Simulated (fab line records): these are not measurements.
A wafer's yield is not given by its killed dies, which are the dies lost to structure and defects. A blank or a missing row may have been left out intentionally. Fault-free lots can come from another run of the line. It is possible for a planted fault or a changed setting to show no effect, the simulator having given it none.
Matching of chambers | flow n5_finfet | 4 sister chambers for N5_HKMG_FIN_ALD_21 on ald_metal-04
The step deposits TiN, target thk 1.5 nm, pulse time 1 s, purge time 3 s. 4 wafers are shown with their chamber, then 11 later ones without.

## EACH WAFER AND ITS CHAMBER
wafer  | chamber | heater_power_outer_w (W)
L081.5 | 2       | 471
L090.1 | 0       | 608
L090.6 | 1       | 486
L094.2 | 3       | 526

## WAFERS WITH NO CHAMBER GIVEN
wafer  | heater_power_outer_w (W)
L094.3 | 477
L094.6 | 529
L095.1 | 618
L095.2 | 469
L095.3 | 479
L095.4 | 548
L095.5 | 526
L095.6 | 609
L097.3 | 465
L097.5 | 597
L097.6 | 488

## EACH ONE'S CHAMBER
wafer  | from the rows above     | in truth
L094.3 | can't be placed: 2 or 1 | 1
L094.6 | 3                       | 3
L095.1 | 0                       | 0
L095.2 | can't be placed: 2 or 1 | 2
L095.3 | can't be placed: 1 or 2 | 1
L095.4 | 3                       | 3
L095.5 | 3                       | 3
L095.6 | 0                       | 0
L097.3 | can't be placed: 2 or 1 | 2
L097.5 | 0                       | 0
L097.6 | can't be placed: 1 or 2 | 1
Placed correctly: 6 of 11. These rows do not allow placing 5 (true chamber among the candidates in 5). Number placed wrongly: 0.
How it was worked out, from the rows above alone: a wafer's distance from a chamber is the root of the sum, over the readings, of the square of ((its reading less the chamber's mean) divided by the reading's scatter). If the next closest chamber is less than 2 further off than the closest, the wafer can't be placed; otherwise it belongs to the closest. Each chamber's mean is taken over the wafers shown for it. The scatter: with one shown wafer a chamber, the root of the mean of the squares of how far each hidden wafer lies from its nearest shown one.
